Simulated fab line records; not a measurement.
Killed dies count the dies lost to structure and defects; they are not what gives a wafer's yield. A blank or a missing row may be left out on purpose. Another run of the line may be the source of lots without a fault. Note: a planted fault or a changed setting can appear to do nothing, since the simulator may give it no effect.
A lot that was struck, set against a sound lot :: flow n5-finfet :: 37 steps out of a route of 1938
Sound: wafers L436.1, L436.2, L436.6. Struck: wafer L427.3 (left out: L427.4, L427.6 of the same lot, which were not struck); the cause appears at the end.
Each step with rows lists, per side, the tool, then ch with its chambers, then its first start. Under that, the readings that differ: sound wafers :: struck wafers :: difference of the means :: sigmas: that difference in standard deviations of wafers without a fault.
alike: readings whose means differ by less than 2 such deviations, and words and numbers that are the same on both sides. not compared: withheld readings, readings that some wafer has no value for, bounds like >300 that may hide the same value, and numbers for which the record gives no deviation and whose values overlap.
Wherever a step has rows on one side only, a row that says differs or no value, or a row with sigmas, the two part there. Numbers that have no deviation but don't overlap get no sigmas and don't part them. Lack of a reading on every wafer of one side parts them only where that side has two or more wafers.

first, 9 steps without rows for these wafers: N5_BEOL_M10_PEB_26 (peb time 60 s); N5_BEOL_M10_DEVELOP_27 (develop time 30 s); N5_BEOL_M10_DESCUM_33 (chemistry O2, time 7.9 s); N5_BEOL_M10_ETCH_65 (etches SiARC in CF4, target depth 39 nm, time 65 s); N5_BEOL_M10_ETCH_66 (etches SOC in N2/H2, target depth 120 nm, overetch 24 nm, time 180 s); N5_BEOL_M10_STRIP_69 (strips in N2/H2); N5_BEOL_M10_VIA_ETCH_34 (etches SiCOH lowk in C4F6/O2, target depth 184.5 nm, time 69.2 s); N5_BEOL_M10_STRIP_73 (strips in C4F6/O2); N5_BEOL_M10_STRIP_36 (strips in N2/H2).
N5_BEOL_M10_TRENCH_ETCH_37: etches SiCOH lowk in C4F6/O2, target depth 148.83 nm, time 48 s.
  sound on rie-diel-02 ch 0,2,3, day 14 11:53; struck on rie-diel-05 ch 0, day 12 04:04
reading: model.BEOL_M10.feature-depth-nm (nm)
sound: 145.4 148 148.4
struck: 125.6
difference: -21.7
sigmas: 

reading: model.etch.depth-nm (nm)
sound: 145.4 148 148.5
struck: 125.7
difference: -21.6
sigmas: 

reading: model.TiN_of_BEOL_M10_HM_DEP_02.thk-nm (nm)
sound: 16 15.8 15.8
struck: 16.6
difference: +0.7
sigmas: 
  alike: bias-w, drypump-motor-current-A, oes-product-au, rf-vpp-V, showerhead-plenum-p-Torr, throttle-valve-pct
  not compared: rf-hours-counter-h
then, 2 steps without rows for these wafers: N5_BEOL_M10_ETCH_41 (etches SiCN in CH3F/O2, target depth 42.6 nm, time 86 s); N5_BEOL_M10_STRIP_77 (strips in N2/H2, time 10 s).
N5_BEOL_M10_OCD_MEAS_38:
  sound: ocd-02 at day 14 12:04; struck: ocd-02 at day 12 04:15
reading: trench-depth-nm (nm)
sound: 145.5 148.2 148.3
struck: 125.5
difference: -21.8
sigmas: -10
then, 13 steps without rows for these wafers: N5_BEOL_M10_HM_STRIP_39 (strips TiN in peroxide tin strip, target depth 25 nm, time 158 s); N5_BEOL_M10_SRD_40 (time 30 s); N5_BEOL_M10_PRECLEAN_42 (cleans in residue remover, time 60 s); N5_BEOL_M10_SRD_43 (time 30 s); N5_BEOL_M10_CURE_72 (cures SiCOH lowk, time 120 s); N5_BEOL_M10_DEGAS_44 (time 60 s); N5_BEOL_M10_PRE_CLEAN_45 (time 30 s); N5_BEOL_M10_ALD_74 (deposits TaN, target thk 2 nm, pulse time 2 s, purge time 3 s); N5_BEOL_M10_SURFACE_TREAT_76; N5_BEOL_M10_CVD_75 (deposits Co from CCTBA/H2, target thk 2 nm, time 138.9 s); N5_BEOL_M10_SPUTTER_48 (material Cu, target thk 12 nm, time 2 s); N5_BEOL_M10_ECD_50 (material Cu, target thk 318 nm); N5_BEOL_M10_ANNEAL_51 (time 90 s).
N5_BEOL_M10_CMP_52: polishes, stops on SiCOH lowk, t overpolish 7 s, target thk 140 nm.
  sound on cmp-03 ch 0,2, day 14 14:07; struck on cmp-02 ch 0, day 12 06:59
reading: model.Cu_of_BEOL_M10_ECD_50.thk-nm (nm)
sound: 138.4 141 141.2
struck: 116.8
difference: -23.4
sigmas: 
  alike: motor-current-A
N5_BEOL_M10_THK_MEAS_53: measures by xrf.
  sound: film-metro-01 at day 14 14:22; struck: film-metro-01 at day 12 07:13
reading: M10_THK (nm)
sound: 136.3 138.1 138.3
struck: 113.4
difference: -24.2
sigmas: -9
then, 2 steps without rows for these wafers: N5_BEOL_M10_PRE_CLEAN_55 (time 15 s); N5_BEOL_M10_DEP_56 (deposits SiCN from 3MS/NH3, target thk 15 nm, time 26.5 s).
N5_BEOL_M10_RS_MEAS_57: measurement is done with a four-point probe.
  sound: film-metro-02 at day 14 14:31; struck: film-metro-01 at day 12 07:35
reading: M10_RS (ohm/sq)
sound: 0.1532 0.1501 0.1497
struck: 0.1849
difference: +0.0339
sigmas: +11
then, 5 steps without rows for these wafers: N5_BEOL_M11_ILD_DEP_00 (deposits SiCOH lowk from DEMS/porogen, target thk 308.51 nm, time 58 s); N5_BEOL_M11_CURE_71 (cures SiCOH lowk, time 240 s); N5_BEOL_M11_PECVD_70 (deposits SiO2 from TEOS/O2, target thk 20 nm, time 22.7 s); N5_BEOL_M11_HM_DEP_02 (deposits TiN, target thk 20 nm); N5_BEOL_M11_COAT_59 (time 60 s, resist thk 100 nm).
N5_BEOL_M15_RC_MEAS_101:
  sound on prober-02 ch 0, day 15 23:32; struck on prober-02 ch 0, day 13 17:22
reading: COMB_M15 (S/m)
sound: 3.6e-12 3.6e-12 4.7e-12
struck: 2.7e-12
difference: -1.3e-12
sigmas: -2

reading: COMB_M9 (S/m)
sound: 1.39e-11 1.39e-11 1.25e-11
struck: 2.02e-11
difference: +6.77e-12
sigmas: +2

reading: SERP_M10 (ohm/um)
sound: 3.10 3.05 3.07
struck: 3.80
difference: +0.73
sigmas: +11

reading: SERP_M10_max_site (ohm/um)
sound: 3.18 3.16 3.10
struck: 3.85
difference: +0.70
sigmas: +9

reading: SERP_M12 (ohm/um)
sound: 0.648 0.661 0.654
struck: 0.621
difference: -0.033
sigmas: -3

reading: SERP_M5 (ohm/um)
sound: 39.8 40.8 42.3
struck: 37.3
difference: -3.7
sigmas: -2
  alike: COMB_M11, COMB_M12, COMB_M13, COMB_M14, COMB_M5, COMB_M6, COMB_M7, COMB_M8, COMB_M9_max_site, SERP_M11, SERP_M13, SERP_M14, SERP_M6, SERP_M7, SERP_M8, SERP_M8_max_site, SERP_M9

WHERE THEY PART
At N5_BEOL_M10_OCD_MEAS_38 first; at N5_BEOL_M15_RC_MEAS_101 last (within this record only).

WHY: what had been put in by the simulator
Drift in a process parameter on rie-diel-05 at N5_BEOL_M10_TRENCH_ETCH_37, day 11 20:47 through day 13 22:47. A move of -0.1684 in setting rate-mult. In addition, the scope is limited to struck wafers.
